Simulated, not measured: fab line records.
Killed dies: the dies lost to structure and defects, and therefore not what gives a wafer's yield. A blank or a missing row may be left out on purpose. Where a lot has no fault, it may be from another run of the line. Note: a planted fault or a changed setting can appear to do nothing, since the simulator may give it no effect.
The tool behind it: which one? | flow n5-finfet | 10 lots with 30 wafers sampled at 4 steps, on a route of 1938 steps

== WHAT EACH GAUGE READ, for each wafer ==
N5_MOL_CONTACT_COAG_CD_MEAS_84 targets a cd of 25.1 nm.
lot  | measured     | on        | cd-nm (nm)
L075 | day 5 06:43  | cd-sem-02 | 24.72 24.97 25.13
L077 | day 5 22:24  | cd-sem-03 | 25.38 24.47 24.72
L079 | day 6 04:25  | cd-sem-01 | 25.21 25.14 25.40
L082 | day 7 00:20  | cd-sem-03 | 25.06 25.20 24.92
L084 | day 7 17:55  | cd-sem-03 | 25.32 25.27 25.32
L086 | day 8 05:43  | cd-sem-03 | 24.78 25.19 25.04
L088 | day 8 15:06  | cd-sem-01 | 24.88 24.99 24.91
L090 | day 9 00:40  | cd-sem-03 | 25.31 25.11 24.90
L092 | day 9 12:56  | cd-sem-03 | 25.26 25.42 25.28
L095 | day 10 06:45 | cd-sem-02 | 25.03 25.13 24.96

== WHAT TOOL EACH LOT RAN ON (gives the tool, then ch and the chambers of the sampled wafers, and finally the start) ==
lot  | N5_GATE_CUT_ETCH_36               | N5_MOL_CONTACT_COAG_ETCH_106      | N5_MOL_CONTACT_COAG_CMP_28
L075 | rie-diel-04 ch 1,2,3, day 4 15:02 | rie-diel-03 ch 0,2,3, day 4 19:11 | cmp-02 ch 0,1,3, day 5 05:25
L077 | rie-diel-04 ch 0,1,3, day 5 07:52 | rie-diel-03 ch 0,1,2, day 5 12:34 | cmp-03 ch 0,1,2, day 5 20:38
L079 | rie-diel-04 ch 1,2, day 5 16:22   | rie-diel-03 ch 0,2,3, day 5 20:15 | cmp-02 ch 1,3, day 6 03:13
L082 | rie-diel-04 ch 0,3, day 6 10:05   | rie-diel-06 ch 1,2, day 6 13:59   | cmp-04 ch 0,2,3, day 6 23:12
L084 | rie-diel-04 ch 0,2, day 7 01:37   | rie-diel-03 ch 1,2,3, day 7 06:14 | cmp-04 ch 2,3, day 7 16:02
L086 | rie-diel-04 ch 0,1, day 7 15:20   | rie-diel-06 ch 0,1,2, day 7 19:16 | cmp-03 ch 0,1,2, day 8 04:37
L088 | rie-diel-05 ch 1,2, day 7 23:13   | rie-diel-03 ch 0,1, day 8 03:02   | cmp-02 ch 0,1,2, day 8 12:52
L090 | rie-diel-05 ch 0,1,2, day 8 10:58 | rie-diel-02 ch 1,2,3, day 8 14:55 | cmp-02 ch 0,2,3, day 8 23:22
L092 | rie-diel-01 ch 1,2,3, day 8 22:29 | rie-diel-06 ch 0,1,3, day 9 02:27 | cmp-02 ch 1,3, day 9 11:36
L095 | rie-diel-05 ch 1,2, day 9 16:44   | rie-diel-02 ch 1,2, day 9 20:50   | cmp-04 ch 1,3, day 10 05:26
- N5_GATE_CUT_ETCH_36: etches SiARC in CF4, target depth 13 nm, time 21.7 s.
- N5_MOL_CONTACT_COAG_ETCH_106: etches SOC in N2/H2, target depth 80 nm, overetch 16 nm, time 120 s.
- N5_MOL_CONTACT_COAG_CMP_28: polishes, stops on SiNx, t overpolish 0.85 s, target thk 14.522 nm.

== THE ANSWER, worked out from the rows above alone ==
Rule: usual is defined by the lots themselves. Put in order of their means at a reading, lots are off if they are a third of the lots or fewer, leave a main group of 4 or more, and stand apart from it by a gap of 3 or more times the standard deviation of the main group's means; of several such gaps the widest counts. Not used: any main group whose means are identical at the precision the tables above print for the reading. A lot without any number at a reading at which 4 lots or more have one is off too. The other lots that the step has rows for count as sound.
No lot is off at any reading shown: from this, nothing can be told.

== WHAT WAS PUT IN BY THE SIMULATOR ==
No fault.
